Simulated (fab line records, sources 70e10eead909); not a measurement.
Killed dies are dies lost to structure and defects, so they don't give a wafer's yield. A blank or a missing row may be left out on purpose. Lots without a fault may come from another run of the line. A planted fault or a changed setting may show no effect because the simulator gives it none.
Chamber matching | flow nand_harc | NHARC_P_M0_PRE_CLEAN_31 on pecvd-04: 3 sister chambers
The step time 12 s. 6 wafers are shown with their chamber, then 8 later ones without.

WAFERS WITH THEIR CHAMBER
wafer  | chamber | heater_power_w (W)
L078.2 | 2       | 630
L078.5 | 0       | 686
L079.2 | 0       | 676
L080.4 | 1       | 686
L080.6 | 2       | 566
L090.1 | 1       | 704

WAFERS WITHOUT THEIR CHAMBER
wafer  | heater_power_w (W)
L090.3 | 598
L090.6 | 581
L095.1 | 616
L095.3 | 720
L095.6 | 566
L096.2 | 582
L096.4 | 599
L096.5 | 579

WHICH CHAMBER EACH WENT THROUGH
wafer  | from the rows above     | in truth
L090.3 | 2                       | 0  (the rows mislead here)
L090.6 | 2                       | 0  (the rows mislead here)
L095.1 | can't be placed: 2 or 0 | 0
L095.3 | can't be placed: 1 or 0 | 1
L095.6 | 2                       | 2
L096.2 | 2                       | 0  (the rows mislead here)
L096.4 | 2                       | 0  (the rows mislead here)
L096.5 | 2                       | 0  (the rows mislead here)
Placed correctly: 1 of 8. Can't be placed from these rows: 2 (the true chamber is among the candidates in 2). Placed wrongly: 5.
How it was worked out, from the rows above alone: a wafer's distance from a chamber is the root of the sum, over the readings, of the square of ((its reading less the chamber's mean) divided by the reading's scatter). The wafer belongs to the nearest chamber; if the next one is less than 2 further off, it can't be placed. A chamber's mean is the mean of its shown wafers. The scatter: the root of (the sum of the squares of (reading less its chamber's mean) over the shown wafers, divided by (wafers less chambers)).
